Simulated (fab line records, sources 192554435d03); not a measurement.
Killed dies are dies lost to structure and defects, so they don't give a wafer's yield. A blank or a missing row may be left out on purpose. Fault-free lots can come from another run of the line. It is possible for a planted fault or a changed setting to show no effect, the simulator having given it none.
Lot-split experiment -- flow n5 finfet -- route with 1938 steps; 7 lots, 21 wafers read

== ABOUT THE SPLIT ==
At N5_BEOL_M8_TRENCH_ETCH_37 (etches SiCOH lowk in C4F6/O2, target depth 93.478 nm, time 31.2 s), the setting time s was moved away from the recipe's 31.2 s on 5 of the 21 wafers read, by -12.2% to +16.9%. This setting was run at the recipe's value on the other wafers.

== FROM THE SPLIT TO THE READING: what the file shows between them, 11 steps ==
- N5_BEOL_M8_ETCH_41: etches SiCN in CH3F/O2, target depth 31.9 nm, time 57.8 s
- N5_BEOL_M8_STRIP_80: strips in N2/H2, time 10 s
- N5_BEOL_M8_OCD_MEAS_38
- N5_BEOL_M8_HM_STRIP_39: strips TiN in peroxide tin strip, target depth 25 nm, time 158 s
- N5_BEOL_M8_SRD_40: time 30 s
- N5_BEOL_M8_ECD_50: material Cu, target thk 300 nm
- N5_BEOL_M8_ANNEAL_51: time 90 s
- N5_BEOL_M8_CMP_52: polishes, stops on SiCOH lowk, t overpolish 6.9 s, target thk 80 nm
- N5_BEOL_M8_THK_MEAS_53: measures by xrf
- N5_BEOL_M8_PRE_CLEAN_55: time 15 s
- N5_BEOL_M8_DEP_56: deposits SiCN from 3MS/NH3, target thk 10 nm, time 17.5 s

== THE READING ==
Measured at N5_BEOL_M8_RS_MEAS_57 by four-point probe: M8_RS, in ohm/sq. A value of 0.287 ohm/sq with a standard deviation of 0.012 ohm/sq is what fault-free wafers of this fab line usually give.

wafer,"tool, chamber at the split","time s as run, s",against the recipe,"M8_RS, ohm/sq",against lot-mates on the recipe
L075.1,"rie diel-01, 3",36.48,+16.9%,0.234,-0.045
L075.5,"rie diel-01, 0",31.2,recipe,0.277,-
L075.6,"rie diel-01, 3",31.2,recipe,0.280,-
L080.1,"rie diel-01, 2",36.23,+16.1%,0.243,-0.053
L080.3,"rie diel-01, 1",31.2,recipe,0.293,-
L080.4,"rie diel-01, 3",31.2,recipe,0.299,-
L083.2,"rie diel-01, 0",31.2,recipe,0.285,-
L083.3,"rie diel-01, 1",31.2,recipe,0.298,-
L083.5,"rie diel-01, 3",31.2,recipe,0.296,-
L081.1,"rie diel-01, 0",31.2,recipe,0.275,-
L081.5,"rie diel-01, 0",27.39,-12.2%,0.342,+0.064
L081.6,"rie diel-01, 3",31.2,recipe,0.281,-
L085.1,"rie diel-01, 3",35.74,+14.6%,0.245,-0.057
L085.3,"rie diel-01, 2",31.2,recipe,0.302,-
L085.6,"rie diel-01, 1",35.74,+14.6%,0.243,-0.059
L088.1,"rie diel-04, 3",31.2,recipe,0.290,-
L088.2,"rie diel-04, 2",31.2,recipe,0.282,-
L088.3,"rie diel-04, 1",31.2,recipe,0.293,-
L097.1,"rie diel-01, 2",31.2,recipe,0.308,-
L097.5,"rie diel-01, 2",31.2,recipe,0.309,-
L097.6,"rie diel-01, 1",31.2,recipe,0.288,-

THE FIT
A straight line over all 21 wafers: M8_RS changes by -0.00338 ohm/sq for each +1% of time s; r = -0.93; the points scatter about the line by 0.0098 ohm/sq.
The same after taking each lot's own level away (the mean of its wafers on the recipe; 21 wafers): -0.00372 ohm/sq for each +1%; r = -0.96; scatter 0.0079 ohm/sq.
That fit puts the effect of the largest move of time s on the reading at 0.063 ohm/sq.
The span of the lots' own levels, 0.2780 to 0.3020 ohm/sq, comes to 2.0 times the standard deviation stated above.
Consequently the slope shifts little with the lot-to-lot level, the two slopes agreeing.
Check: for one of the wafers moved furthest among these (+16.9%), held out of the fit, the line's prediction against its lot-mates is -0.0671 ohm/sq. Against them it came out at -0.0445 ohm/sq.

== ADDITIONAL SPLITS CARRIED BY THESE WAFERS ==
These wafers also went through other splits before the reading. Each is held against what the fit with the lots' levels taken away leaves over:
other split on the same wafers,wafers away from the commonest value,r with M8_RS (lot level and that fit taken away)
N5_BEOL_M7_TRENCH_ETCH_37 time s,7,+0.36
N5_BEOL_M8_ETCH_66 bias w,7,+0.14

== THE WHOLE CHAIN: every reading that the file lists as answering this split, in the file's order ==
step,what it does,reading,change (the file's fit),r (the file's)
N5_BEOL_M8_TRENCH_ETCH_37,"etches SiCOH lowk in C4F6/O2, target depth 93.478 nm, time 31.2 s","etch.depth nm (the simulator's own value, which no gauge read)",+0.858 nm for each +1% of the setting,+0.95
N5_BEOL_M8_TRENCH_ETCH_37,"etches SiCOH lowk in C4F6/O2, target depth 93.478 nm, time 31.2 s","BEOL_M8.feature depth nm (the simulator's own value, which no gauge read)",+0.858 nm for each +1% of the setting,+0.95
N5_BEOL_M8_OCD_MEAS_38,,trench depth nm,+0.875 nm for each +1% of the setting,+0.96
N5_BEOL_M8_CMP_52,"polishes, stops on SiCOH lowk, t overpolish 6.9 s, target thk 80 nm","Cu_of_BEOL_M8_ECD_50.thk nm (the simulator's own value, which no gauge read)",+0.928 nm for each +1% of the setting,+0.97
N5_BEOL_M8_THK_MEAS_53,measures by xrf,M8_THK,+0.941 for each +1% of the setting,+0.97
N5_BEOL_M8_RS_MEAS_57,measures by four-point-probe,M8_RS,-0.00359 for each +1% of the setting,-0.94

== THE FILE'S OWN FIT ==
M8_RS changes by -0.00359 ohm/sq for each +1% of time s, r = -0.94.
